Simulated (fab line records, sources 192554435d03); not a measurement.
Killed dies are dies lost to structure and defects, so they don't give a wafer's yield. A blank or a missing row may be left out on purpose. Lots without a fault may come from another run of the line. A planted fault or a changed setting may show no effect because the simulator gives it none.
A struck lot beside a sound one | flow n5_finfet | 16 steps out of a route of 1938
Sound: wafers L156.2, L156.3, L156.6. Struck: wafers L161.3, L161.4, L161.6. The cause comes at the end.
At each step with rows: each side's tool, then ch and its chambers, then its first start. Under that, the readings that differ: sound wafers | struck wafers | difference of the means | sigmas: that difference in standard deviations of wafers without a fault.
alike: readings whose means differ by less than 2 such deviations, and words and numbers that are the same on both sides. not compared: withheld readings, readings that some wafer has no value for, bounds like >300 that may hide the same value, and numbers for which the record gives no deviation and whose values overlap.
The two part at a step that has a row with sigmas, a row that says differs or no value, or rows on one side only. Numbers that don't overlap but have no deviation are shown without sigmas and don't part them. A reading that every wafer of one side lacks parts them only if that side has two wafers or more.

first, 1 step without rows for these wafers: N5_MOL_CONTACT_COAG_DESCUM_13 (chemistry O2, time 7 s).
N5_MOL_CONTACT_COAG_ETCH_59: etches underlayer in N2/H2, target depth 13 nm, time 10.4 s.
  sound on rie_diel-02 ch 1,2, day 6 20:15; struck on rie_diel-04 ch 1,3, day 8 08:44
  alike: chamber_pressure_mTorr, drypump_motor_current_A, etch_rf_on_time_s, oes_product_au, rf_vpp_V, showerhead_plenum_p_Torr, throttle_valve_pct
  not compared: rf_hours_counter_h
N5_MOL_CONTACT_COAG_ETCH_105: etches SiARC in CF4, target depth 15.6 nm, time 26 s.
  sound on rie_diel-02 ch 1,2, day 6 20:16; struck on rie_diel-04 ch 1,3, day 8 08:45
  alike: chamber_pressure_mTorr, drypump_motor_current_A, etch_rf_on_time_s, oes_product_au, rf_vpp_V, showerhead_plenum_p_Torr, throttle_valve_pct
  not compared: rf_hours_counter_h
then, 3 steps without rows for these wafers: N5_MOL_CONTACT_COAG_ETCH_106 (etches SOC in N2/H2, target depth 80 nm, overetch 16 nm, time 120 s); N5_MOL_CONTACT_COAG_STRIP_107 (strips in N2/H2); N5_MOL_CONTACT_COAG_STRIP_108 (strips in N2/H2).
N5_MOL_CONTACT_COAG_CONTACT_ETCH_14: etches SiO2 in C4F6/O2, target depth 27.5 nm, overetch 8.5 nm, time 20 s.
  sound on rie_diel-02 ch 1,2, day 6 20:24; struck on rie_diel-04 ch 1,3, day 8 08:53
  alike: chamber_pressure_mTorr, drypump_motor_current_A, oes_product_au, rf_vpp_V, showerhead_plenum_p_Torr, throttle_valve_pct
  not compared: rf_hours_counter_h
then, 1 step without rows for these wafers: N5_MOL_CONTACT_COAG_STRIP_109 (strips in C4F6/O2).
N5_MOL_CONTACT_COAG_ETCH_15: etches SiNx in CH3F/O2, stops on Si:P, target depth 7 nm.
  sound on rie_diel-02 ch 1,2, day 6 20:26; struck on rie_diel-04 ch 1,3, day 8 08:55
  alike: chamber_pressure_mTorr, drypump_motor_current_A, oes_product_au, rf_vpp_V, showerhead_plenum_p_Torr, throttle_valve_pct
  not compared: rf_hours_counter_h
N5_MOL_CONTACT_COAG_ETCH_110: etches Si in CF4/O2, target depth 2.5 nm, time 8 s.
  sound on rie_diel-02 ch 1,2, day 6 20:29; struck on rie_diel-04 ch 1,3, day 8 08:58
  reading      | sound             | struck            | difference | sigmas
  rf_vpp_V (V) | 128.9 126.5 129.8 | 123.6 125.5 127.3 | -2.9       | -2
  alike: chamber_pressure_mTorr, drypump_motor_current_A, oes_product_au, showerhead_plenum_p_Torr, throttle_valve_pct
  not compared: rf_hours_counter_h
then, 1 step without rows for these wafers: N5_MOL_CONTACT_COAG_STRIP_98 (strips in N2/H2).
N5_MOL_CONTACT_COAG_CD_MEAS_99: target cd 17.2 nm.
  sound on cd_sem-03, day 6 20:37; struck on cd_sem-02, day 8 09:06
  alike: cd_nm
N5_MOL_CONTACT_COAG_IMPLANT_129:
  sound on implanter-01 ch 0, day 6 20:41; struck on implanter-01 ch 0, day 8 09:11
  reading                          | sound                   | struck                     | difference | sigmas
  beam_energy_keV                  | 3.0007 2.9996 3.0002    | 1.5540 1.5538 1.5537       | -1.4463    | -99 or more
  end_station_pressure_torr (Torr) | 5.7e-06 5.9e-06 6.1e-06 | 1.06e-05 1.05e-05 1.05e-05 | +4.63e-06  | +12
  model.implant.rp_nm (nm)         | 6.026 6.026 6.026       | 4.347 4.347 4.347          | -1.679     |
  model.implant.drp_nm (nm)        | 2.134 2.134 2.134       | 1.432 1.432 1.432          | -0.702     |
then, 1 step without rows for these wafers: N5_MOL_CONTACT_COAG_PRECLEAN_111 (cleans in NF3:NH3, afs cycles 1, time 20 s, sublimation time 60 s).
-- the record jumps here: 3 days lie between the struck wafers' starts before and after (it left off in module MOL_CONTACT_COAG and takes up again in module BEOL_M4, whose first step shown is number 1111 of the route) --
N5_BEOL_M4_RC_MEAS_101:
  sound on prober-01 ch 0, day 10 01:25; struck on prober-01 ch 0, day 11 03:27
  alike: DIBL_N, DIBL_P, IOFF_N, IOFF_P, ION_N, ION_P, SS_N, SS_P, VT_N, VT_P
N5_PASSIVATION_PROBE_49:
  the record has rows for the sound wafers here (prober-01, day 14 07:59) and none for the struck ones

WHERE THEY PART
First at N5_MOL_CONTACT_COAG_ETCH_110; last, within this record, at N5_PASSIVATION_PROBE_49.

WHY: what the simulator had put in
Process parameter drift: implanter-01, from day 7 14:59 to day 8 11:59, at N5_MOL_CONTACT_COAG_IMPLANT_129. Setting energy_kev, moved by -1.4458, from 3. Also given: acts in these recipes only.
